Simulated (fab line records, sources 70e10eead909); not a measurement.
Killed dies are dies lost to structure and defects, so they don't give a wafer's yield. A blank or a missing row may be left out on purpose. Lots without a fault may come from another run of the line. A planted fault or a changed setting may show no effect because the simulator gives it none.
Which tool did it? | flow nand_harc | 11 lots, 33 wafers sampled, at 3 steps of a route of 1302

WHAT THE GAUGES READ, wafer by wafer
NHARC_P_GATE_CD_MEAS_26: target cd 120 nm.
lot  | measured     | on        | cd_nm (nm)
L279 | day 4 22:45  | cd_sem-03 | 119.2 119.6 119.4
L283 | day 6 20:32  | cd_sem-02 | 94.2 93.3 93.7
L291 | day 10 07:20 | cd_sem-01 | 119.3 120.3 119.5
L292 | day 11 01:41 | cd_sem-01 | 120.6 120.8 120.6
L293 | day 11 01:23 | cd_sem-02 | 119.1 119.2 118.8
L294 | day 11 01:32 | cd_sem-03 | 119.2 119.3 118.9
L295 | day 11 11:23 | cd_sem-01 | 120.6 120.8 120.0
L296 | day 11 23:07 | cd_sem-02 | 119.3 119.6 119.6
L298 | day 13 03:53 | cd_sem-02 | 119.3 120.6 119.4
L301 | day 14 14:33 | cd_sem-01 | 119.8 119.5 119.9
L302 | day 14 13:52 | cd_sem-01 | 119.9 120.0 119.7

WHICH TOOL RAN EACH LOT (tool, then ch and the chambers of the sampled wafers, then the start)
lot  | NHARC_P_STI_ETCH_31                           | NHARC_P_GATE_EXPOSE_23
L279 | rie_diel-05 ch 0,2,3, day 4 22:37 or earlier  | arfi_scanner-02 ch 0, day 4 22:37
L283 | rie_diel-13 ch 1,2,3, day 6 20:23 or earlier  | arfi_scanner-03 ch 0, day 6 20:23
L291 | rie_diel-05 ch 0,3, day 10 07:12 or earlier   | arfi_scanner-03 ch 0, day 10 07:12
L292 | rie_diel-02 ch 0,1, day 11 01:32 or earlier   | arfi_scanner-03 ch 0, day 11 01:32
L293 | rie_diel-02 ch 0,2,3, day 11 01:14 or earlier | arfi_scanner-03 ch 0, day 11 01:14
L294 | rie_diel-13 ch 0,1,3, day 11 01:23 or earlier | arfi_scanner-02 ch 0, day 11 01:23
L295 | rie_diel-02 ch 1,2, day 11 11:14 or earlier   | arfi_scanner-01 ch 0, day 11 11:14
L296 | rie_diel-05 ch 0,3, day 11 22:59 or earlier   | arfi_scanner-03 ch 0, day 11 22:59
L298 | rie_diel-13 ch 0,1,3, day 13 03:46 or earlier | arfi_scanner-01 ch 0, day 13 03:46
L301 | rie_diel-13 ch 1,3, day 14 14:25 or earlier   | arfi_scanner-02 ch 0, day 14 14:25
L302 | rie_diel-13 ch 0,1,3, day 14 13:44 or earlier | arfi_scanner-03 ch 0, day 14 13:44
- NHARC_P_STI_ETCH_31: etches the open film in CF4/CHF3, target depth 108.9 nm, time 54.5 s.
- NHARC_P_GATE_EXPOSE_23: exposes mask P GATE, target cd 120 nm.

THE ANSWER, worked out from the rows above alone
Rule: what is usual is taken from the lots themselves. Put in order of their means at a reading, lots are off if they are a third of the lots or fewer, leave a main group of 4 or more, and stand apart from it by a gap of 3 or more times the standard deviation of the main group's means; of several such gaps the widest counts. A main group whose means are all the same, to the digits that the tables above print for the reading, isn't used. A lot without any number at a reading at which 4 lots or more have one is off too. The other lots that the step has rows for count as sound.
Off: L283, at NHARC_P_GATE_CD_MEAS_26 (cd_nm). The main group: mean 119.7 nm, standard deviation 0.49.
A tool fits if, at a process step before that reading, it ran every lot that is off, and no sound lot after the first of them. The gauges at NHARC_P_GATE_CD_MEAS_26 are tried like those tools. NHARC_P_STI_ETCH_31 gives no start for some lots, so the hours and the order of its lots are those of NHARC_P_GATE_EXPOSE_23. None of those tried fits.

WHAT THE SIMULATOR HAD PUT IN
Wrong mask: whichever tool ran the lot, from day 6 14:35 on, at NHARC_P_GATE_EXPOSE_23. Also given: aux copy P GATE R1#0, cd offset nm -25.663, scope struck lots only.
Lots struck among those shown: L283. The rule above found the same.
